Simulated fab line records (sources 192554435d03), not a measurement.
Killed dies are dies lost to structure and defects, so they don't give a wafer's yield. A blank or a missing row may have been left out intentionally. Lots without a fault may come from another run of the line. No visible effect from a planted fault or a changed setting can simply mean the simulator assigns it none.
fab line records	flow n5_finfet	part 1 of 2: steps 1 to 4 of 6
record: lots: 20	wafers: 60	last_day: 18
route steps=1938 shown BEOL_M5@1162 BEOL_M6@1209
lots that met no fault: from a run of the same line without faults
start_h: hours from the record's opening day to when the first of the lot's shown wafers began	wait_h: how many hours have passed since the lot's step before this one	" repeats the value in the row above	L1.1+2: one row covering several wafers at once	- no value, or no start was given	* or withheld: withheld	< > ~ a bound
route shown NAME@n: NAME is a module with steps in the file, n the number in the route of the first one	usual: the fault-free wafers' mean and standard deviation	same: alike in all rows	chamber/n: place in a boat	sites: the reading at each site	_std_site: how widely they spread, as a standard deviation	_edge_site: the outer-site mean with the inner-site mean subtracted	radius_mm: how far each site lies from the wafer's centre	mask NAME#n: copy n	behind: the most recent tool/chamber to have shaped the wafer	hold: reason for holding the lot/hours on hold/outcome of the hold	device: which transistor (n, p or np) failed to switch	end of line: the route-end tests of the same wafers	where a step has no rows: the recipe by itself	killed: at the first sort, the dies lost to defects and structure; wafer yield is something else	map: per-die view of a wafer (x killed, . not killed, _ where there is no die)
set.NAME: the setting that was run; set.NAME@STEP: the one run at that earlier step	model.NAME: the simulator's own value behind a step, which no gauge read
a sample of lots followed through the steps of the route, with each step as a table and each wafer as a row
services: when a tool's chamber went out of use (start_h, in hours from the record's first day, below 0 if earlier), for how many hours, and the reason
== steps ==
step: N5_BEOL_M5_STRIP_91
recipe: chemistry: N2/H2	time_s: 10	power_w: 450	temp_c: 40	pressure_mtorr: 20	rf_frequency_hz: 6e+07	bias_power_w: 7	n2_flow_sccm: 200	h2_flow_sccm: 200
usual: drypump_motor_current_A: 6.0/0.37	n2_flow_sccm: 200.0/0.59	oes_product_au: 0.79/0.099	rf_vpp_V: 59.3/0.89	showerhead_plenum_p_Torr: 2.52/0.072	temp_c: 40.01/0.11	throttle_valve_pct: 23.5/0.32
lot.wafer	tool	chamber	start_h	wait_h	drypump_motor_current_A	n2_flow_sccm	oes_product_au	rf_hours_counter_h	rf_vpp_V	showerhead_plenum_p_Torr	temp_c	throttle_valve_pct
L074.3	rie_diel-03	0	-	-	5.2	200.5	0.80	107	59.7	2.54	39.84	23.3
L074.4	"	2	"	"	6.5	200.7	0.72	-	59.3	2.51	40.18	23.6
L074.6	"	0	"	"	5.2	199.4	0.79	-	60.5	2.54	39.95	23.3
L075.1	rie_diel-01	1	-	-	6.0	199.8	0.90	31	59.2	2.48	39.84	23.6
L075.2	"	2	"	"	6.1	199.2	0.71	165	60.8	2.62	40.07	23.8
L075.4	"	3	"	"	5.9	199.1	0.71	204	59.7	2.51	40.09	23.9
L077.2	rie_diel-02	1	-	-	5.7	199.5	0.75	160	61.4	2.41	40.01	23.8
L077.5	"	0	"	"	6.6	199.1	0.88	-	58.9	2.58	40.05	23.0
L077.6	"	1	"	"	5.7	199.9	0.74	-	60.5	2.41	39.89	23.8
L076.2	rie_diel-02	3	-	-	5.8	198.9	0.74	185	59.9	2.42	40.16	23.6
L076.3	"	2	"	"	5.7	199.7	0.65	248	59.6	2.40	40.15	24.1
L076.4	"	0	"	"	6.6	200.3	0.88	57	59.3	2.58	39.97	23.0
L078.1	rie_diel-02	1	-	-	5.7	200.0	0.73	164	57.6	2.41	40.02	23.8
L078.4	"	3	"	"	5.9	199.2	0.73	186	57.4	2.42	39.87	23.6
L078.5	"	2	"	"	5.7	200.1	0.65	-	58.8	2.40	39.80	24.1
L079.3	rie_diel-01	1	-	-	6.1	200.3	0.89	36	59.3	2.48	40.04	23.6
L079.4	"	0	"	"	6.2	199.7	0.94	13	58.8	2.56	40.20	23.0
L079.6	"	3	"	"	5.9	199.5	0.72	-	58.5	2.51	39.89	23.9
L081.2	rie_diel-01	3	-	-	5.9	200.0	0.71	211	58.9	2.51	40.10	23.9
L081.3	"	2	"	"	6.0	200.6	0.71	172	58.2	2.62	40.02	23.8
L081.5	"	3	"	"	5.9	200.1	0.71	-	59.9	2.51	40.01	23.9
L080.1	rie_diel-02	1	-	-	5.7	200.0	0.73	167	59.1	2.41	40.13	23.8
L080.3	"	3	"	"	5.8	199.3	0.74	189	59.9	2.42	39.99	23.6
L080.4	"	1	"	"	5.7	200.3	0.73	-	59.2	2.41	40.05	23.8
L082.3	rie_diel-03	3	-	-	6.4	199.9	0.69	221	59.4	2.60	40.05	23.7
L082.4	"	2	"	"	6.5	200.3	0.70	235	60.6	2.50	39.94	23.6
L082.6	"	1	"	"	5.8	201.3	0.93	-	57.6	2.49	39.94	23.2
L086.2	rie_diel-03	3	-	-	6.5	200.7	0.68	223	58.7	2.60	39.95	23.7
L086.5	"	0	"	"	5.3	201.2	0.76	-	59.1	2.53	39.99	23.4
L086.6	"	1	"	"	5.8	200.1	0.90	-	58.4	2.48	40.06	23.2
L085.1	rie_diel-03	0	-	-	5.3	198.6	0.77	134	59.0	2.53	40.00	23.3
L085.2	"	3	"	"	6.5	199.5	0.68	224	59.0	2.60	39.81	23.7
L085.6	"	2	"	"	6.6	200.1	0.70	-	57.9	2.50	40.12	23.6
L088.1	rie_diel-01	2	-	-	6.1	199.8	0.69	190	58.0	2.61	40.05	23.8
L088.2	"	0	"	"	6.2	200.6	0.90	33	59.7	2.55	40.03	23.0
L088.3	"	3	"	"	5.9	201.0	0.71	225	59.4	2.51	39.84	23.9
L087.2	rie_diel-03	0	-	-	5.3	200.6	0.76	141	60.2	2.53	40.09	23.3
L087.3	"	1	"	"	5.8	199.7	0.90	38	58.1	2.48	40.22	23.2
L087.6	"	1	"	"	5.8	200.0	0.90	-	59.8	2.48	40.06	23.2
L091.1	rie_diel-03	1	-	-	5.8	199.8	0.88	47	59.3	2.48	39.89	23.2
L091.2	"	3	"	"	6.4	200.4	0.68	237	58.1	2.60	39.95	23.7
L091.4	"	0	"	"	5.2	199.6	0.76	-	58.6	2.52	39.93	23.4
L092.1	rie_diel-02	2	-	-	5.7	200.2	0.94	26	61.0	2.70	39.80	23.8
L092.3	"	3	"	"	5.9	200.4	0.71	213	58.7	2.41	39.92	23.6
L092.4	"	0	"	"	6.7	200.7	0.84	89	60.3	2.56	40.10	23.0
L093.1	rie_diel-02	3	-	-	5.8	199.1	0.72	216	59.4	2.41	39.91	23.6
L093.5	"	1	"	"	5.7	199.9	0.70	-	59.4	2.39	40.03	23.8
L093.6	"	2	"	"	5.7	200.3	0.94	-	60.2	2.70	39.94	23.8
L095.1	rie_diel-03	3	-	-	6.4	199.0	0.68	242	58.1	2.59	39.87	23.8
L095.2	"	1	"	"	5.9	200.7	0.88	52	58.3	2.47	40.03	23.2
L095.4	"	3	"	"	6.4	199.3	0.68	-	60.6	2.60	40.11	23.8
L097.2	rie_diel-01	1	-	-	6.0	199.3	0.86	64	59.6	2.47	40.08	23.7
L097.4	"	0	"	"	6.2	200.7	0.88	43	59.5	2.55	39.91	23.0
L097.5	"	1	"	"	6.1	200.7	0.86	-	58.0	2.47	40.16	23.7
L094.2	rie_diel-03	2	-	-	6.6	199.9	0.95	2	58.7	2.49	40.08	23.5
L094.3	"	1	"	"	5.8	200.3	0.87	55	59.7	2.47	40.03	23.2
L094.5	"	3	"	"	6.4	198.9	0.68	-	61.2	2.59	40.19	23.8
L096.4	rie_diel-03	2	-	-	6.6	200.4	0.93	4	58.0	2.49	40.02	23.5
L096.5	"	0	"	"	5.3	200.0	0.75	-	59.2	2.52	40.14	23.4
L096.6	"	3	"	"	6.4	199.6	0.68	-	59.6	2.59	40.03	23.8
step: N5_BEOL_M5_ANNEAL_49
recipe: temp_c: 400	time_s: 1800	ambient: vacuum
usual: heater_power_w: 813/57
lot.wafer	tool	chamber	start_h	wait_h	heater_power_w
L074.3	pvd_sputter-02	-	169.45	0.0	820
L074.4	"	-	"	"	917
L074.6	"	-	"	"	918
L075.1	pvd_sputter-01	-	186.34	0.0	827
L075.2	"	-	"	"	765
L075.4	"	-	"	"	755
L077.2	pvd_sputter-02	-	186.86	0.0	752
L077.5	"	-	"	"	818
L077.6	"	-	"	"	934
L076.2	pvd_sputter-03	-	198.76	0.0	781
L076.3	"	-	"	"	881
L076.4	"	-	"	"	778
L078.1	pvd_sputter-02	-	203.43	0.0	798
L078.4	"	-	"	"	902
L078.5	"	-	"	"	917
L079.3	pvd_sputter-01	-	203.89	0.0	778
L079.4	"	-	"	"	755
L079.6	"	-	"	"	768
L081.2	pvd_sputter-01	-	209.87	0.0	763
L081.3	"	-	"	"	748
L081.5	"	-	"	"	759
L080.1	pvd_sputter-03	-	210.09	0.0	786
L080.3	"	-	"	"	803
L080.4	"	-	"	"	877
L082.3	pvd_sputter-03	-	239.72	0.0	891
L082.4	"	-	"	"	784
L082.6	"	-	"	"	776
L086.2	pvd_sputter-03	-	263.92	0.0	882
L086.5	"	-	"	"	771
L086.6	"	-	"	"	859
L085.1	pvd_sputter-01	-	264.64	0.0	771
L085.2	"	-	"	"	748
L085.6	"	-	"	"	827
L088.1	pvd_sputter-03	-	275.30	0.0	889
L088.2	"	-	"	"	777
L088.3	"	-	"	"	806
L087.2	pvd_sputter-01	-	282.38	0.0	775
L087.3	"	-	"	"	823
L087.6	"	-	"	"	755
L091.1	pvd_sputter-01	-	305.23	0.0	831
L091.2	"	-	"	"	759
L091.4	"	-	"	"	746
L092.1	pvd_sputter-02	-	309.51	0.0	943
L092.3	"	-	"	"	812
L092.4	"	-	"	"	905
L093.1	pvd_sputter-01	-	316.62	0.0	778
L093.5	"	-	"	"	757
L093.6	"	-	"	"	831
L095.1	pvd_sputter-02	-	316.74	0.0	806
L095.2	"	-	"	"	765
L095.4	"	-	"	"	922
L097.2	pvd_sputter-01	-	322.30	0.0	762
L097.4	"	-	"	"	750
L097.5	"	-	"	"	764
L094.2	pvd_sputter-03	-	326.26	0.0	784
L094.3	"	-	"	"	777
L094.5	"	-	"	"	816
L096.4	pvd_sputter-01	-	332.37	0.0	736
L096.5	"	-	"	"	755
L096.6	"	-	"	"	800
step: N5_BEOL_M6_INSPECT_13
recipe: mode: adi	inspect_instrument: brightfield
usual: raw_defect_count: 383/72
lot.wafer	tool	chamber	start_h	wait_h	raw_defect_count
L074.3	defect_inspect-01	-	178.02	0.0	443
L074.4	"	-	"	"	374
L074.6	"	-	"	"	377
L075.1	defect_inspect-02	-	193.17	0.0	424
L075.2	"	-	"	"	342
L075.4	"	-	"	"	369
L077.2	defect_inspect-02	-	193.56	0.0	399
L077.5	"	-	"	"	410
L077.6	"	-	"	"	350
L076.2	defect_inspect-02	-	208.95	0.0	318
L076.3	"	-	"	"	332
L076.4	"	-	"	"	309
L079.3	defect_inspect-01	-	215.13	0.0	384
L079.4	"	-	"	"	343
L079.6	"	-	"	"	431
L081.2	defect_inspect-02	-	217.41	0.0	535
L081.3	"	-	"	"	300
L081.5	"	-	"	"	491
L080.1	defect_inspect-01	-	217.58	0.0	330
L080.3	"	-	"	"	344
L080.4	"	-	"	"	329
L082.3	defect_inspect-02	-	246.30	0.0	456
L082.4	"	-	"	"	455
L082.6	"	-	"	"	361
L078.1	defect_inspect-02	-	249.87	0.0	391
L078.4	"	-	"	"	298
L078.5	"	-	"	"	360
L086.2	defect_inspect-01	-	271.89	0.0	462
L086.5	"	-	"	"	368
L086.6	"	-	"	"	585
L085.1	defect_inspect-01	-	272.38	0.0	282
L085.2	"	-	"	"	366
L085.6	"	-	"	"	474
L088.1	defect_inspect-02	-	282.56	0.0	318
L088.2	"	-	"	"	330
L088.3	"	-	"	"	345
L087.2	defect_inspect-02	-	290.26	0.0	478
L087.3	"	-	"	"	462
L087.6	"	-	"	"	446
L091.1	defect_inspect-02	-	313.12	0.0	348
L091.2	"	-	"	"	321
L091.4	"	-	"	"	400
L092.1	defect_inspect-02	-	317.38	0.0	345
L092.3	"	-	"	"	283
L092.4	"	-	"	"	297
L095.1	defect_inspect-02	-	325.66	0.0	371
L095.2	"	-	"	"	404
L095.4	"	-	"	"	339
L093.1	defect_inspect-02	-	326.41	0.0	404
L093.5	"	-	"	"	358
L093.6	"	-	"	"	395
L097.2	defect_inspect-01	-	331.93	0.0	406
L097.4	"	-	"	"	437
L097.5	"	-	"	"	510
L094.2	defect_inspect-02	-	332.93	0.0	304
L094.3	"	-	"	"	269
L094.5	"	-	"	"	236
L096.4	defect_inspect-02	-	340.76	0.0	407
L096.5	"	-	"	"	359
L096.6	"	-	"	"	374
step: N5_BEOL_M6_DESCUM_16
recipe: chemistry: O2	time_s: 7.9	source_power_w: 50	bias_power_w: 20	pressure_mtorr: 20	rf_frequency_hz: 2.712e+07	temp_c: 40	resist: CAR-ArF	o2_flow_sccm: 225
usual: drypump_motor_current_A: 5.8/0.41	o2_flow_sccm: 225.0/0.68	oes_product_au: 0.83/0.094	rf_vpp_V: 243.5/1.2	showerhead_plenum_p_Torr: 2.11/0.06	temp_c: 39.99/0.12	throttle_valve_pct: 20.35/0.2
lot.wafer	tool	chamber	start_h	wait_h	drypump_motor_current_A	o2_flow_sccm	oes_product_au	rf_hours_counter_h	rf_vpp_V	showerhead_plenum_p_Torr	temp_c	throttle_valve_pct
L074.3	rie_diel-06	3	178.23	0.2	5.7	225.0	0.90	22	243.7	2.12	39.99	20.01
L074.4	"	1	"	"	6.5	224.2	1.00	1	242.6	2.14	39.80	20.00
L074.6	"	2	"	"	6.4	225.4	0.93	-	245.9	2.16	40.33	20.32
L075.1	rie_diel-04	1	193.21	0.0	5.4	224.1	0.71	237	245.8	2.15	40.01	20.53
L075.2	"	2	"	"	5.8	224.8	0.83	112	245.2	2.21	39.95	20.56
L075.4	"	0	"	"	5.3	224.9	0.66	248	243.8	2.16	40.07	20.88
L077.2	rie_diel-05	0	193.60	0.0	5.4	226.5	0.91	17	242.7	2.06	40.05	20.43
L077.5	"	2	"	"	5.7	224.8	0.77	-	243.5	2.19	40.13	20.43
L077.6	"	3	"	"	6.1	225.3	0.68	-	242.6	2.05	40.05	20.51
L076.2	rie_diel-05	3	208.98	0.0	6.1	225.5	0.67	245	242.9	2.04	39.95	20.50
L076.3	"	0	"	"	5.4	225.3	0.89	23	242.6	2.06	40.20	20.44
L076.4	"	1	"	"	6.2	224.3	0.88	45	245.0	2.14	39.88	20.19
L079.3	rie_diel-05	1	215.19	0.1	6.1	225.4	0.89	46	241.5	2.14	39.97	20.19
L079.4	"	0	"	"	5.3	224.8	0.89	24	243.0	2.06	39.87	20.44
L079.6	"	1	"	"	6.1	225.9	0.89	-	245.2	2.14	40.09	20.19
L081.2	rie_diel-04	3	217.45	0.0	5.4	224.9	0.72	243	242.7	2.06	39.74	20.67
L081.3	"	0	"	"	5.3	225.4	0.96	2	245.1	2.16	39.88	20.37
L081.5	"	0	"	"	5.3	226.0	0.94	-	243.8	2.16	39.97	20.36
L080.1	rie_diel-06	0	217.61	0.0	5.3	225.1	0.67	223	242.2	1.98	39.94	20.48
L080.3	"	3	"	"	5.7	224.8	0.88	34	244.6	2.11	40.00	20.05
L080.4	"	1	"	"	6.5	225.4	0.94	14	244.2	2.14	39.86	20.03
L082.3	rie_diel-04	3	246.34	0.0	5.4	225.8	0.70	255	242.9	2.05	40.13	20.69
L082.4	"	0	"	"	5.4	224.8	0.90	-	244.0	2.15	39.92	20.38
L082.6	"	2	"	"	5.9	224.6	0.79	-	244.5	2.20	40.16	20.59
L078.1	rie_diel-06	2	249.99	0.1	6.3	224.7	0.88	37	242.9	2.15	40.20	20.39
L078.4	"	1	"	"	6.5	224.0	0.92	24	243.2	2.14	40.00	20.04
L078.5	"	2	"	"	6.4	224.9	0.88	-	244.7	2.15	40.07	20.37
L086.2	rie_diel-04	1	271.93	0.0	5.4	226.5	0.96	8	243.6	2.14	39.93	20.24
L086.5	"	0	"	"	5.3	225.8	0.88	-	242.8	2.15	40.28	20.40
L086.6	"	2	"	"	5.9	225.4	0.79	-	241.9	2.20	39.99	20.60
L085.1	rie_diel-05	0	272.41	0.0	5.4	224.8	0.85	44	242.4	2.05	39.96	20.48
L085.2	"	2	"	"	5.7	224.7	0.74	156	245.6	2.18	39.91	20.46
L085.6	"	2	"	"	5.7	224.2	0.74	-	244.9	2.18	40.12	20.46
L088.1	rie_diel-04	0	282.62	0.1	5.3	225.2	0.87	30	243.8	2.15	40.11	20.43
L088.2	"	1	"	"	5.4	225.4	0.96	12	244.1	2.14	40.13	20.25
L088.3	"	2	"	"	5.8	225.1	0.79	148	245.4	2.19	39.85	20.60
L087.2	rie_diel-06	1	290.50	0.2	6.5	225.4	0.88	37	243.7	2.13	40.05	20.07
L087.3	"	0	"	"	5.3	225.9	0.66	247	239.9	1.97	39.88	20.54
L087.6	"	3	"	"	5.7	225.3	0.84	-	246.1	2.11	39.95	20.08
L091.1	rie_diel-05	1	313.16	0.0	6.1	225.0	0.83	85	244.2	2.13	39.68	20.25
L091.2	"	0	"	"	5.3	224.3	0.81	63	241.3	2.04	40.01	20.49
L091.4	"	2	"	"	5.7	224.6	0.73	175	245.2	2.17	40.13	20.50
L092.1	rie_diel-05	1	317.65	0.3	6.1	224.8	0.83	87	245.4	2.13	40.05	20.24
L092.3	"	0	"	"	5.4	225.0	0.83	65	240.9	2.04	39.92	20.50
L092.4	"	2	"	"	5.6	225.0	0.73	177	243.5	2.17	39.96	20.51
L095.1	rie_diel-05	3	325.75	0.1	6.1	226.3	1.00	4	242.2	2.04	39.86	20.11
L095.2	"	2	"	"	5.7	225.9	0.73	178	243.5	2.17	40.02	20.49
L095.4	"	0	"	"	5.3	224.0	0.83	68	241.5	2.04	40.04	20.50
L093.1	rie_diel-05	2	326.44	0.0	5.7	225.1	0.73	179	244.7	2.17	40.05	20.50
L093.5	"	3	"	"	6.1	224.4	1.00	-	242.2	2.04	39.85	20.12
L093.6	"	2	"	"	5.7	224.8	0.73	-	245.1	2.17	40.02	20.49
L097.2	rie_diel-05	3	331.96	0.0	6.1	225.0	0.99	7	243.5	2.04	39.81	20.10
L097.4	"	0	"	"	5.4	225.2	0.82	70	242.0	2.04	39.87	20.50
L097.5	"	3	"	"	6.2	224.3	0.99	-	242.5	2.04	39.89	20.13
L094.2	rie_diel-06	1	332.97	0.0	6.5	225.2	0.87	51	244.1	2.13	40.02	20.09
L094.3	"	3	"	"	5.7	224.8	0.82	73	244.3	2.10	39.85	20.08
L094.5	"	0	"	"	5.3	225.3	0.99	-	245.2	2.23	39.92	20.24
L096.4	rie_diel-05	1	341.18	0.4	6.1	226.2	0.81	95	245.2	2.12	40.08	20.27
L096.5	"	2	"	"	5.7	223.9	0.73	-	244.2	2.17	40.00	20.51
L096.6	"	1	"	"	6.2	224.8	0.80	-	243.2	2.12	39.91	20.28
